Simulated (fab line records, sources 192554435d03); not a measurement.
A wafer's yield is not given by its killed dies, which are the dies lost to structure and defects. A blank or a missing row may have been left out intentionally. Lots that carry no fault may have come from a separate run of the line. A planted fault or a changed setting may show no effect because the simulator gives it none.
Matching of chambers / flow n5-finfet / N5_BEOL_M3_ETCH_74 on rie-diel-06: 4 sister chambers
The step etches underlayer in N2/H2, target depth 6.5 nm, time 5.2 s. 4 wafers are shown with their chamber, then 8 later ones without.

WAFERS WITH THEIR CHAMBER
wafer=L103.1; chamber=3; showerhead-plenum-p-Torr (Torr)=2.40
wafer=L103.2; chamber=0; showerhead-plenum-p-Torr (Torr)=2.65
wafer=L103.4; chamber=2; showerhead-plenum-p-Torr (Torr)=2.56
wafer=L107.1; chamber=1; showerhead-plenum-p-Torr (Torr)=2.49

WAFERS MISSING THEIR CHAMBER
wafer=L107.2; showerhead-plenum-p-Torr (Torr)=2.40
wafer=L107.6; showerhead-plenum-p-Torr (Torr)=2.49
wafer=L109.2; showerhead-plenum-p-Torr (Torr)=2.64
wafer=L109.4; showerhead-plenum-p-Torr (Torr)=2.55
wafer=L109.6; showerhead-plenum-p-Torr (Torr)=2.64
wafer=L118.3; showerhead-plenum-p-Torr (Torr)=2.63
wafer=L118.4; showerhead-plenum-p-Torr (Torr)=2.55
wafer=L118.6; showerhead-plenum-p-Torr (Torr)=2.55

WHICH CHAMBER EACH ONE RAN IN
wafer=L107.2; from the rows above=3; in truth=3
wafer=L107.6; from the rows above=1; in truth=1
wafer=L109.2; from the rows above=0; in truth=0
wafer=L109.4; from the rows above=2; in truth=2
wafer=L109.6; from the rows above=0; in truth=0
wafer=L118.3; from the rows above=0; in truth=0
wafer=L118.4; from the rows above=2; in truth=2
wafer=L118.6; from the rows above=2; in truth=2
Correct placement for 8 of the 8. Left unplaced by these rows: 0. Number placed wrongly: 0.
How it was worked out, from the rows above alone: a wafer's distance from a chamber is the root of the sum, over the readings, of the square of ((its reading less the chamber's mean) divided by the reading's scatter). If the next closest chamber is less than 2 further off than the closest, the wafer can't be placed; otherwise it belongs to the closest. Each chamber's mean is taken over the wafers shown for it. The scatter: root of mean squared gap, hidden wafer to nearest shown wafer, with one shown wafer a chamber.
